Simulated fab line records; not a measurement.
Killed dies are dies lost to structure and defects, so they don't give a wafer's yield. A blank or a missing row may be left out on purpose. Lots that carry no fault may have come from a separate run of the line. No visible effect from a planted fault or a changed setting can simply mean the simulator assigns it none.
Chamber matching | flow n5Finfet | N5_DUMMY_GATE_TRIM_49 on rieSi-01: 4 sister chambers
The step chemistry O2, time 29 s, target cd 14 nm. 24 wafers are shown with their chamber, then 12 later ones without.

WAFERS, EACH WITH ITS CHAMBER
wafer  | chamber | drypumpMotorCurrentA (A) | throttleValvePct (%) | oesProductAu (a.u.)
L079.1 | 3       | 6.5                      | 8.29                 | 1.008
L079.4 | 1       | 5.8                      | 8.32                 | 0.961
L079.6 | 0       | 5.6                      | 8.35                 | 1.009
L080.2 | 1       | 5.8                      | 8.33                 | 0.962
L080.4 | 3       | 6.5                      | 8.28                 | 1.018
L080.5 | 3       | 6.5                      | 8.30                 | 1.012
L081.1 | 2       | 5.5                      | 7.94                 | 1.007
L081.2 | 3       | 6.5                      | 8.31                 | 1.012
L081.3 | 1       | 5.8                      | 8.33                 | 0.975
L087.2 | 3       | 6.5                      | 8.30                 | 1.023
L087.3 | 2       | 5.5                      | 7.96                 | 1.004
L087.4 | 0       | 5.7                      | 8.35                 | 1.029
L088.2 | 2       | 5.5                      | 7.94                 | 1.015
L088.5 | 0       | 5.7                      | 8.37                 | 1.026
L088.6 | 1       | 5.8                      | 8.32                 | 0.984
L089.2 | 3       | 6.5                      | 8.29                 | 1.011
L089.3 | 0       | 5.6                      | 8.37                 | 1.032
L089.6 | 2       | 5.5                      | 7.95                 | 1.004
L091.2 | 2       | 5.5                      | 7.94                 | 0.996
L091.4 | 3       | 6.5                      | 8.29                 | 1.007
L091.5 | 1       | 5.8                      | 8.33                 | 0.966
L092.1 | 3       | 6.5                      | 8.30                 | 1.011
L092.4 | 1       | 5.8                      | 8.31                 | 0.979
L092.6 | 2       | 5.5                      | 7.95                 | 1.011

SIGNATURES, as means of the wafers listed above
reading              | chamber 0 | chamber 1 | chamber 2 | chamber 3 | scatter within a chamber
drypumpMotorCurrentA | 5.650     | 5.800     | 5.500     | 6.500     | 0.0224
throttleValvePct     | 8.3600    | 8.3233    | 7.9467    | 8.2950    | 0.00913
oesProductAu         | 1.02400   | 0.97117   | 1.00617   | 1.01275   | 0.00769
Rule: a wafer's distance from a chamber is the root of the sum, over the readings, of the square of ((its reading less the chamber's mean) divided by the reading's scatter). The wafer belongs to the nearest chamber; if the next one is less than 2 further off, it can't be placed. The scatter: the root of (the sum of the squares of (reading less its chamber's mean) over the shown wafers, divided by (wafers less chambers)).

WAFERS WITHOUT THEIR CHAMBER
wafer  | drypumpMotorCurrentA (A) | throttleValvePct (%) | oesProductAu (a.u.)
L093.1 | 5.8                      | 8.33                 | 0.963
L093.3 | 6.5                      | 8.29                 | 1.014
L093.5 | 5.6                      | 8.36                 | 1.021
L094.1 | 6.5                      | 8.31                 | 1.019
L094.2 | 5.5                      | 7.94                 | 1.004
L094.5 | 5.6                      | 8.36                 | 1.008
L096.2 | 6.5                      | 8.28                 | 1.012
L096.4 | 5.5                      | 7.95                 | 0.995
L096.6 | 5.6                      | 8.35                 | 1.022
L097.2 | 6.5                      | 8.29                 | 1.016
L097.3 | 5.5                      | 7.94                 | 1.003
L097.6 | 5.6                      | 8.35                 | 1.012

WHICH CHAMBER EACH WENT THROUGH
wafer  | from the rows above | in truth
L093.1 | 1                   | 1
L093.3 | 3                   | 3
L093.5 | 0                   | 0
L094.1 | 3                   | 3
L094.2 | 2                   | 2
L094.5 | 0                   | 0
L096.2 | 3                   | 3
L096.4 | 2                   | 2
L096.6 | 0                   | 0
L097.2 | 3                   | 3
L097.3 | 2                   | 2
L097.6 | 0                   | 0
Placed correctly: 12 of 12. Number that these rows cannot place: 0. Number placed wrongly: 0.
